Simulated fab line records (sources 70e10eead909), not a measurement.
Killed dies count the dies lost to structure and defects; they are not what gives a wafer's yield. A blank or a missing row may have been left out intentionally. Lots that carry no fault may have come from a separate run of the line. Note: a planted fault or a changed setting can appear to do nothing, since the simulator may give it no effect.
Which tool did it? + flow nandHarc + 12 lots with 36 wafers sampled at 5 steps, on a route of 1159 steps

## WHAT THE GAUGES READ, wafer by wafer
NHARC_END_SORT_01. Usual: killedAtArray 29, standard deviation 11; killedAtOther 0.6, standard deviation 0.75; killedAtPeriphery 3.1, standard deviation 2.1; killedDies 32, standard deviation 11; killedOpen 3.0, standard deviation 1.8; killedShort 1.8, standard deviation 1.3.
| lot  | measured     | on        | killedAtArray | killedAtOther | killedAtPeriphery | killedDies | killedOpen | killedShort | flag |
|------|--------------|-----------|---------------|---------------|-------------------|------------|------------|-------------|------|
| L773 | day 20 04:32 | prober-01 | 22 21 19      | 0 0 2         | 3 2 6             | 25 23 27   | 2 4 6      | 0 2 3       |      |
| L775 | day 20 18:38 | prober-01 | 19 34 32      | 0 0 0         | 4 2 6             | 23 36 38   | 6 4 3      | 1 1 2       |      |
| L778 | day 21 18:34 | prober-02 | 19 22 21      | 1 0 0         | 4 4 5             | 24 26 26   | 0 1 6      | 1 2 2       |      |
| L782 | day 22 10:50 | prober-01 | 33 29 35      | 3 3 2         | 1 1 2             | 37 33 39   | 2 3 5      | 3 1 1       |      |
| L785 | day 23 15:24 | prober-02 | 32 25 36      | 0 0 1         | 4 1 2             | 36 26 39   | 5 3 4      | 3 2 1       |      |
| L787 | day 23 23:07 | prober-02 | 48 46 51      | 1 0 2         | 2 1 5             | 51 47 58   | 5 4 8      | 3 4 0       |      |

## WHICH TOOL RAN EACH LOT (tool, then ch and the chambers of the sampled wafers, then the start)
| lot  | NHARC_A_SGD_CUT_ETCH_58           | NHARC_A_SLIT_DEP_25             | NHARC_A_SLIT_SOFTBAKE_04         | NHARC_A_SLIT_DESCUM_14            |
|------|-----------------------------------|---------------------------------|----------------------------------|-----------------------------------|
| L771 | rieDiel-02 ch 1,2, day 14 04:46   | pecvd-01 ch 0,1,2, day 14 11:17 | lithoTrack-06 ch 0, day 14 13:00 | rieDiel-07 ch 1,3, day 14 14:32   |
| L769 | rieDiel-04 ch 0,1,2, day 14 04:56 | pecvd-02 ch 0,1,2, day 14 11:21 | lithoTrack-04 ch 0, day 14 14:00 | rieDiel-01 ch 0,1,3, day 14 14:45 |
| L768 | rieDiel-13 ch 0,1, day 14 09:10   | pecvd-04 ch 0,1,2, day 14 15:35 | lithoTrack-01 ch 0, day 14 19:00 | rieDiel-07 ch 1,2, day 14 20:17   |
| L772 | rieDiel-02 ch 1,2,3, day 14 09:56 | pecvd-02 ch 0,2, day 14 15:35   | lithoTrack-06 ch 0, day 14 18:00 | rieDiel-03 ch 0,3, day 14 19:35   |
| L773 | rieDiel-13 ch 1,2, day 14 13:43   | pecvd-01 ch 1,2, day 14 20:05   | lithoTrack-01 ch 0, day 14 23:00 | rieDiel-01 ch 1,2,3, day 14 23:47 |
| L775 | rieDiel-13 ch 0,1,3, day 15 08:43 | pecvd-02 ch 0,1,2, day 15 15:07 | lithoTrack-04 ch 0, day 15 17:00 | rieDiel-03 ch 2,3, day 15 18:11   |
| L778 | rieDiel-02 ch 0,1,2, day 16 08:16 | pecvd-01 ch 0,1,2, day 16 17:01 | lithoTrack-04 ch 0, day 16 22:00 | rieDiel-01 ch 0,1,2, day 16 22:29 |
| L782 | rieDiel-02 ch 0,2,3, day 17 06:42 | pecvd-01 ch 0,1, day 17 13:19   | lithoTrack-01 ch 0, day 17 16:00 | rieDiel-03 ch 0,2, day 17 17:29   |
| L785 | rieDiel-04 ch 1,2,3, day 18 02:49 | pecvd-02 ch 1,2, day 18 09:13   | lithoTrack-01 ch 0, day 18 11:00 | rieDiel-03 ch 0,2,3, day 18 12:26 |
| L787 | rieDiel-13 ch 1,3, day 18 14:44   | pecvd-04 ch 0,1,2, day 18 22:41 | lithoTrack-01 ch 0, day 19 01:00 | rieDiel-07 ch 0,1,2, day 19 01:49 |
| L790 | rieDiel-13 ch 0,2, day 19 07:35   | pecvd-01 ch 0,2, day 19 13:29   | lithoTrack-06 ch 0, day 19 17:00 | rieDiel-01 ch 0,1,2, day 19 17:58 |
| L791 | rieDiel-13 ch 1,2, day 20 07:55   | pecvd-01 ch 0,2, day 20 14:07   | lithoTrack-04 ch 0, day 20 17:00 | rieDiel-07 ch 1,2, day 20 18:13   |
- NHARC_A_SGD_CUT_ETCH_58: etches the open film in CF4, target depth 39 nm, time 65 s.
- NHARC_A_SLIT_DEP_25: deposits SiO2, target thk 200 nm.
- NHARC_A_SLIT_SOFTBAKE_04: time 55 s.
- NHARC_A_SLIT_DESCUM_14: chemistry O2, time 3 s.

## AS READ BY THE TOOLS THEMSELVES (means over the sampled wafers that have a number; for cases with no such wafer, the mark the record gives instead)
NHARC_A_SGD_CUT_ETCH_58. Usual: drypumpMotorCurrentA 5.8 A, standard deviation 0.43; mfcArSccm 0.009 sccm, standard deviation 0.014; oesProductAu 0.998 a.u., standard deviation 0.011; rfVppV 151.2 V, standard deviation 1.2; showerheadPlenumPTorr 1.77 Torr, standard deviation 0.077; throttleValvePct 13.284 %, standard deviation 0.0088.
| lot  | tool       | drypumpMotorCurrentA (A) | mfcArSccm (sccm) | oesProductAu (a.u.) | rfVppV (V) | showerheadPlenumPTorr (Torr) | throttleValvePct (%) | flag |
|------|------------|--------------------------|------------------|---------------------|------------|------------------------------|----------------------|------|
| L771 | rieDiel-02 | 6.0                      | 0.029            | 0.997               | 151.1      | 1.78                         | 13.286               |      |
| L769 | rieDiel-04 | 5.9                      | 0.004            | 0.994               | 150.0      | 1.70                         | 13.281               |      |
| L768 | rieDiel-13 | 5.5                      | 0.021            | 0.993               | 150.9      | 1.76                         | 13.280               |      |
| L772 | rieDiel-02 | 6.0                      | 0.015            | 0.982               | 150.7      | 1.80                         | 13.273               |      |
| L773 | rieDiel-13 | 5.6                      | 0.021            | 1.000               | 151.8      | 1.79                         | 13.282               |      |
| L775 | rieDiel-13 | 5.9                      | 0.013            | 0.994               | 151.3      | 1.76                         | 13.286               |      |
| L778 | rieDiel-02 | 5.9                      | 0.015            | 0.984               | 152.3      | 1.83                         | 13.288               |      |
| L782 | rieDiel-02 | 5.9                      | 0.015            | 0.995               | 151.7      | 1.80                         | 13.290               |      |
| L785 | rieDiel-04 | 5.4                      | 0.003            | 1.003               | 150.7      | 1.71                         | 13.283               |      |
| L787 | rieDiel-13 | 5.9                      | 0.023            | 0.989               | 150.2      | 1.76                         | 13.285               |      |
| L790 | rieDiel-13 | 5.7                      | 0.000            | 1.001               | 151.9      | 1.82                         | 13.277               |      |
| L791 | rieDiel-13 | 5.6                      | 0.021            | 1.002               | 152.0      | 1.79                         | 13.290               |      |

NHARC_A_SLIT_DEP_25. Usual: heaterPowerW 573 W, standard deviation 120; throttleValvePct 16.0 %, standard deviation 0.48.
| lot  | tool     | heaterPowerW (W) | throttleValvePct (%) | flag |
|------|----------|------------------|----------------------|------|
| L771 | pecvd-01 | 516              | 15.7                 |      |
| L769 | pecvd-02 | 468              | 16.7                 |      |
| L768 | pecvd-04 | 634              | 15.9                 |      |
| L772 | pecvd-02 | 463              | 16.5                 |      |
| L773 | pecvd-01 | 654              | 15.8                 |      |
| L775 | pecvd-02 | 517              | 16.1                 |      |
| L778 | pecvd-01 | 504              | 15.8                 |      |
| L782 | pecvd-01 | 554              | 16.1                 |      |
| L785 | pecvd-02 | 570              | 16.4                 |      |
| L787 | pecvd-04 | 665              | 15.8                 |      |
| L790 | pecvd-01 | 511              | 15.5                 |      |
| L791 | pecvd-01 | 581              | 15.7                 |      |

NHARC_A_SLIT_SOFTBAKE_04. Usual: 188.45 W for heaterPowerTotalW, sd 0.14.
| lot  | tool          | heaterPowerTotalW (W) | flag |
|------|---------------|-----------------------|------|
| L771 | lithoTrack-06 | 188.46                |      |
| L769 | lithoTrack-04 | 188.43                |      |
| L768 | lithoTrack-01 | 188.40                |      |
| L772 | lithoTrack-06 | 188.47                |      |
| L773 | lithoTrack-01 | 188.53                |      |
| L775 | lithoTrack-04 | 188.38                |      |
| L778 | lithoTrack-04 | 188.33                |      |
| L782 | lithoTrack-01 | 188.28                |      |
| L785 | lithoTrack-01 | 157.82                | OFF  |
| L787 | lithoTrack-01 | 157.83                | OFF  |
| L790 | lithoTrack-06 | 188.44                |      |
| L791 | lithoTrack-04 | 188.40                |      |

NHARC_A_SLIT_DESCUM_14. Usual: drypumpMotorCurrentA 5.6 A, standard deviation 0.56; mfcArSccm 0.015 sccm, standard deviation 0.012; oesProductAu 1.001 a.u., standard deviation 0.01; rfVppV 57.7 V, standard deviation 0.98; showerheadPlenumPTorr 1.90 Torr, standard deviation 0.078; throttleValvePct 11.312 %, standard deviation 0.0096.
| lot  | tool       | drypumpMotorCurrentA (A) | mfcArSccm (sccm) | oesProductAu (a.u.) | rfVppV (V) | showerheadPlenumPTorr (Torr) | throttleValvePct (%) | flag |
|------|------------|--------------------------|------------------|---------------------|------------|------------------------------|----------------------|------|
| L771 | rieDiel-07 | 5.3                      | 0.006            | 1.002               | 57.2       | 1.90                         | 11.305               |      |
| L769 | rieDiel-01 | 6.1                      | 0.008            | 0.998               | 58.4       | 1.94                         | 11.307               |      |
| L768 | rieDiel-07 | 5.4                      | 0.025            | 0.996               | 58.0       | 1.96                         | 11.311               |      |
| L772 | rieDiel-03 | 5.6                      | 0.021            | 1.006               | 58.1       | 1.95                         | 11.312               |      |
| L773 | rieDiel-01 | 5.9                      | 0.011            | 1.003               | 57.0       | 1.91                         | 11.311               |      |
| L775 | rieDiel-03 | 6.4                      | 0.026            | 0.992               | 58.2       | 1.94                         | 11.312               |      |
| L778 | rieDiel-01 | 5.8                      | 0.010            | 1.004               | 57.5       | 1.85                         | 11.317               |      |
| L782 | rieDiel-03 | 6.2                      | 0.024            | 1.000               | 57.2       | 1.82                         | 11.309               |      |
| L785 | rieDiel-03 | 6.1                      | 0.024            | 1.003               | 57.4       | 1.90                         | 11.315               |      |
| L787 | rieDiel-07 | 5.3                      | 0.013            | 1.013               | 58.6       | 1.96                         | 11.309               |      |
| L790 | rieDiel-01 | 5.8                      | 0.010            | 0.998               | 56.6       | 1.85                         | 11.307               |      |
| L791 | rieDiel-07 | 5.4                      | 0.013            | 1.013               | 58.7       | 1.95                         | 11.318               |      |

## THE ANSWER, worked out from the rows above alone
Rule: take the mean of a lot's wafers that have a number; if it is more than 3 standard deviations from the usual mean, the lot is off. Also off: a lot with no number at a reading for which 4 or more lots have one. The other lots that the step has rows for count as sound. After the gauges, taken in route order, come the tools' own readings; for these a lot's mean is taken, as printed above. At the first step where some lot is off, the reading lying furthest off is the one used; lots without a number count as furthest.
Off at NHARC_A_SLIT_SOFTBAKE_04 (heaterPowerTotalW): L785, L787.
A tool fits if, at that step or a process step before it, it ran every lot that is off, and no sound lot after the first of them. One fits: lithoTrack-01 at NHARC_A_SLIT_SOFTBAKE_04. A fault onset in the window from L782 (day 17 16:00, its last sound lot) to L785 (day 18 11:00, its first lot off) fits.
The tool's own readings at NHARC_A_SLIT_SOFTBAKE_04 bear it out: on the lots that are off they differ by more than 5 times the standard deviation of the sound lots' means. heaterPowerTotalW reads 157.82 W there against 188.41 W on the sound lots.

## WHAT HAD BEEN PUT IN BY THE SIMULATOR
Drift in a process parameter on lithoTrack-01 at NHARC_A_SLIT_SOFTBAKE_04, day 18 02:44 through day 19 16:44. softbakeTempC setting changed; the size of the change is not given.
Shown lots that were struck: L785, L787. The rule above reached the same finding.
